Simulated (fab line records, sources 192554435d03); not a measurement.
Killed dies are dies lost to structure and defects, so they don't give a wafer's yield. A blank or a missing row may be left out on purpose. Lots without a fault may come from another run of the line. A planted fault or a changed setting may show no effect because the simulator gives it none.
Which tool did it? | flow n5_finfet | 10 lots, 30 wafers sampled, at 5 steps of a route of 1938

WHAT THE GAUGES READ, wafer by wafer
N5_PMOS_HMC_CHANNEL_EPI_THK_MEAS_22.
lot  | measured    | on            | HMC_CMP_THK (nm)
L622 | day 2 13:39 | film_metro-01 | 54.9 52.9 52.6
L627 | day 3 20:26 | film_metro-01 | 53.9 52.9 53.5
L628 | day 4 01:50 | film_metro-02 | 53.9 55.4 53.7
L629 | day 4 08:10 | film_metro-01 | 54.4 53.3 53.5
L631 | day 4 20:08 | film_metro-01 | 53.3 54.4 54.3
L634 | day 5 13:19 | film_metro-01 | 54.4 55.0 55.2
L635 | day 5 20:13 | film_metro-02 | 54.2 54.9 54.6
L638 | day 6 13:35 | film_metro-01 | 53.8 54.5 53.4
L640 | day 7 02:40 | film_metro-01 | 53.4 54.0 55.2
L641 | day 7 08:56 | film_metro-01 | 54.1 53.0 53.1

N5_BEOL_M4_RC_MEAS_101.
lot  | measured     | on        | DIBL_N (mV/V)  | DIBL_P (mV/V)  | IOFF_N (nA/um)    | IOFF_P (nA/um)    | ION_N (uA/um) | ION_P (uA/um) | RS_PWELL (ohm/sq) | SS_N (mV/dec)  | SS_P (mV/dec)  | VT_N (mV)         | VT_P (mV)
L622 | day 9 01:15  | prober-02 | 35.6 37.3 36.9 | 34.5 36.0 36.0 | 0.152 0.181 0.180 | 0.219 0.244 0.244 | 676 685 679   | 470 472 468   | 3010 3004 3021    | 71.3 71.9 71.7 | 73.5 73.3 73.9 | 247.8 246.9 249.0 | -246 -247 -245
L627 | day 11 14:48 | prober-02 | 35.0 37.0 37.8 | 34.1 36.9 37.1 | 0.133 0.166 0.169 | 0.192 0.239 0.238 | 666 681 669   | 462 471 459   | 2991 2971 2948    | 70.6 71.8 71.9 | 72.9 73.5 73.4 | 252.4 247.1 250.5 | -249 -247 -246
L628 | day 13 12:19 | prober-01 | 35.0 37.5 36.5 | 35.7 38.7 37.6 | 0.166 0.216 0.195 | 0.218 0.273 0.262 | 672 671 671   | 460 466 469   | 2981 2968 2963    | 71.2 71.8 71.5 | 72.8 73.4 74.1 | 247.8 248.1 247.5 | -251 -248 -249
L629 | day 12 19:20 | prober-01 | 34.9 36.6 34.6 | 34.7 36.5 34.2 | 0.144 0.170 0.131 | 0.182 0.208 0.178 | 674 669 665   | 460 458 461   | 3002 3014 2992    | 71.2 71.6 70.7 | 72.9 73.3 72.7 | 250.8 247.6 249.1 | -253 -249 -251
L631 | day 13 02:11 | prober-02 | 35.6 36.8 35.9 | 34.4 36.1 35.5 | 0.148 0.175 0.152 | 0.192 0.229 0.214 | 673 687 671   | 458 468 464   | 3002 2990 2976    | 70.7 71.4 71.7 | 73.2 73.6 73.0 | 250.9 248.2 248.8 | -250 -248 -248
L634 | day 13 08:50 | prober-02 | 37.3 38.8 37.2 | 36.1 38.8 35.9 | 0.187 0.219 0.182 | 0.241 0.290 0.238 | 675 681 669   | 464 468 459   | 3045 3026 3045    | 72.4 72.3 72.7 | 73.5 75.0 73.2 | 248.6 245.4 246.7 | -245 -244 -246
L635 | day 14 05:10 | prober-01 | 36.7 36.8 35.3 | 35.2 37.2 35.2 | 0.151 0.157 0.133 | 0.167 0.193 0.169 | 675 674 665   | 448 460 453   | 2983 2990 2983    | 72.3 71.7 71.6 | 73.0 73.3 72.5 | 250.5 248.2 251.8 | -255 -254 -252
L640 | day 15 15:37 | prober-01 | 37.1 37.8 36.9 | 39.1 38.4 38.3 | 0.171 0.177 0.168 | 0.247 0.233 0.222 | 675 675 678   | 463 465 466   | 4823 4857 4840    | 72.1 72.5 71.7 | 73.3 73.7 73.8 | 249.8 250.0 252.3 | -248 -248 -251
L641 | day 15 22:28 | prober-01 | 38.3 37.2 37.2 | 39.0 36.4 36.5 | 0.232 0.194 0.189 | 0.281 0.235 0.234 | 704 689 691   | 477 468 468   | 4861 4890 4844    | 71.8 71.3 71.6 | 74.7 74.4 73.3 | 242.5 245.3 245.2 | -245 -249 -250

WHICH TOOL RAN EACH LOT (tool, then ch and the chambers of the sampled wafers, then the start)
lot  | N5_WELL_APT_DESCUM_30             | N5_WELL_APT_IMPLANT_31         | N5_PMOS_HMC_CHANNEL_EPI_STRIP_33
L622 | rie_diel-04 ch 0,3, day 2 09:07   | implanter-02 ch 0, day 2 09:15 | rie_diel-06 ch 1,2,3, day 2 11:28
L627 | rie_diel-04 ch 2,3, day 3 15:37   | implanter-01 ch 0, day 3 15:44 | rie_diel-03 ch 1,2,3, day 3 18:19
L628 | rie_diel-05 ch 1,3, day 3 21:03   | implanter-02 ch 0, day 3 21:13 | rie_diel-02 ch 0,2, day 3 23:41
L629 | rie_diel-04 ch 0,3, day 4 03:20   | implanter-01 ch 0, day 4 03:28 | rie_diel-02 ch 0,2, day 4 06:02
L631 | rie_diel-04 ch 1,2,3, day 4 15:20 | implanter-01 ch 0, day 4 15:28 | rie_diel-03 ch 0,2,3, day 4 17:59
L634 | rie_diel-05 ch 1,2,3, day 5 08:53 | implanter-01 ch 0, day 5 09:01 | rie_diel-02 ch 2,3, day 5 11:11
L635 | rie_diel-04 ch 1,2, day 5 15:44   | implanter-02 ch 0, day 5 15:52 | rie_diel-06 ch 1,3, day 5 18:04
L638 | rie_diel-01 ch 1,2,3, day 6 09:04 | implanter-01 ch 0, day 6 09:14 | rie_diel-06 ch 1,3, day 6 11:27
L640 | rie_diel-04 ch 1,2,3, day 6 22:14 | implanter-01 ch 0, day 6 22:25 | rie_diel-03 ch 0,3, day 7 00:31
L641 | rie_diel-05 ch 1,3, day 7 04:01   | implanter-01 ch 0, day 7 04:09 | rie_diel-03 ch 0,1,3, day 7 06:49
- N5_WELL_APT_DESCUM_30: chemistry O2, time 7.9 s.
- N5_WELL_APT_IMPLANT_31
- N5_PMOS_HMC_CHANNEL_EPI_STRIP_33: strips in N2/H2.

WHAT THE TOOLS THEMSELVES READ (means of the sampled wafers that have a number; where no wafer has one, the mark that the record gives instead)
N5_WELL_APT_DESCUM_30.
lot  | tool        | chamber_pressure_mTorr (mTorr) | drypump_motor_current_A (A) | oes_product_au (a.u.) | rf_fwd_power_W (W) | rf_vpp_V (V) | showerhead_plenum_p_Torr (Torr) | temp_c (C) | throttle_valve_pct (%)
L622 | rie_diel-04 | 20.000                         | 5.8                         | 0.70                  | 49.70              | 244.3        | 2.15                            | 39.91      | 20.51
L627 | rie_diel-04 | 19.998                         | 5.5                         | 0.72                  | 49.81              | 243.9        | 2.11                            | 40.07      | 20.60
L628 | rie_diel-05 | 20.016                         | 6.2                         | 0.84                  | 49.83              | 242.5        | 2.06                            | 39.97      | 20.43
L629 | rie_diel-04 | 19.993                         | 6.0                         | 0.69                  | 49.62              | 244.8        | 2.15                            | 40.03      | 20.53
L631 | rie_diel-04 | 19.995                         | 5.7                         | 0.70                  | 49.59              | 244.1        | 2.10                            | 40.00      | 20.58
L634 | rie_diel-05 | 20.017                         | 6.2                         | 0.79                  | 49.78              | 242.6        | 2.10                            | 40.09      | 20.52
L635 | rie_diel-04 | 20.010                         | 6.0                         | 0.70                  | 49.49              | 243.2        | 2.07                            | 39.97      | 20.59
L638 | rie_diel-01 | 20.006                         | 5.3                         | 0.75                  | 49.59              | 243.4        | 2.12                            | 39.93      | 20.57
L640 | rie_diel-04 | 20.023                         | 5.8                         | 0.79                  | 49.68              | 242.9        | 2.09                            | 40.10      | 20.48
L641 | rie_diel-05 | 20.017                         | 6.4                         | 0.81                  | 50.01              | 242.7        | 2.08                            | 39.94      | 20.38

N5_WELL_APT_IMPLANT_31.
lot  | tool         | dose_ions_cm2 | faraday_current_uA
L622 | implanter-02 | 1.4984e+13    | 189
L627 | implanter-01 | 1.5004e+13    | 191
L628 | implanter-02 | 1.5004e+13    | 191
L629 | implanter-01 | 1.4998e+13    | 190
L631 | implanter-01 | 1.5003e+13    | 192
L634 | implanter-01 | 1.5013e+13    | 188
L635 | implanter-02 | 1.5008e+13    | 188
L638 | implanter-01 | 6.5483e+12    | 85
L640 | implanter-01 | 6.5090e+12    | 83
L641 | implanter-01 | 6.5083e+12    | 83

N5_PMOS_HMC_CHANNEL_EPI_STRIP_33.
lot  | tool        | chamber_pressure_mTorr (mTorr) | drypump_motor_current_A (A) | oes_product_au (a.u.) | rf_vpp_V (V) | showerhead_plenum_p_Torr (Torr) | temp_c (C) | throttle_valve_pct (%)
L622 | rie_diel-06 | 49.94                          | 5.9                         | 0.73                  | 55.1         | 3.36                            | 39.89      | 18.97
L627 | rie_diel-03 | 50.02                          | 5.6                         | 0.70                  | 55.2         | 3.29                            | 39.96      | 19.17
L628 | rie_diel-02 | 50.06                          | 5.8                         | 0.71                  | 55.1         | 3.37                            | 40.01      | 18.94
L629 | rie_diel-02 | 49.92                          | 5.9                         | 0.73                  | 54.2         | 3.43                            | 39.86      | 18.84
L631 | rie_diel-03 | 50.14                          | 5.2                         | 0.76                  | 52.8         | 3.22                            | 40.08      | 18.80
L634 | rie_diel-02 | 50.01                          | 5.9                         | 0.77                  | 53.6         | 3.42                            | 39.96      | 18.85
L635 | rie_diel-06 | 49.99                          | 5.5                         | 0.71                  | 55.7         | 3.39                            | 39.99      | 19.12
L638 | rie_diel-06 | 49.95                          | 5.5                         | 0.71                  | 54.7         | 3.39                            | 39.98      | 19.12
L640 | rie_diel-03 | 50.02                          | 5.0                         | 0.90                  | 56.0         | 3.39                            | 39.96      | 18.49
L641 | rie_diel-03 | 50.04                          | 5.5                         | 0.84                  | 54.6         | 3.44                            | 39.87      | 18.84

THE ANSWER, worked out from the rows above alone
Rule: what is usual is taken from the lots themselves. Put in order of their means at a reading, lots are off if they are a third of the lots or fewer, leave a main group of 4 or more, and stand apart from it by a gap of 3 or more times the standard deviation of the main group's means; of several such gaps the widest counts. A main group whose means are all the same, to the digits that the tables above print for the reading, isn't used. A lot without any number at a reading at which 4 lots or more have one is off too. The other lots that the step has rows for count as sound. The gauges are gone through in route order, then the tools' own readings, and for those a lot's mean is taken as printed above. The first step at which some lot is off is used, and at that step the reading that is off furthest; a lot without a number counts as furthest.
Off: L640, L641, at N5_BEOL_M4_RC_MEAS_101 (RS_PWELL). The main group: mean 2995 ohm/sq, standard deviation 23. Neither off nor sound, because the step has no rows for them: L638.
A tool fits if, at a process step before that reading, it ran every lot that is off, and no sound lot after the first of them. The gauges at N5_BEOL_M4_RC_MEAS_101 aren't tried: what is off there is off at N5_WELL_APT_IMPLANT_31 too, on other tools, and a gauge's error can't cause that. Can't be told from this: 2 tools fit, implanter-01 at N5_WELL_APT_IMPLANT_31, rie_diel-03 at N5_PMOS_HMC_CHANNEL_EPI_STRIP_33.

WHAT THE SIMULATOR HAD PUT IN
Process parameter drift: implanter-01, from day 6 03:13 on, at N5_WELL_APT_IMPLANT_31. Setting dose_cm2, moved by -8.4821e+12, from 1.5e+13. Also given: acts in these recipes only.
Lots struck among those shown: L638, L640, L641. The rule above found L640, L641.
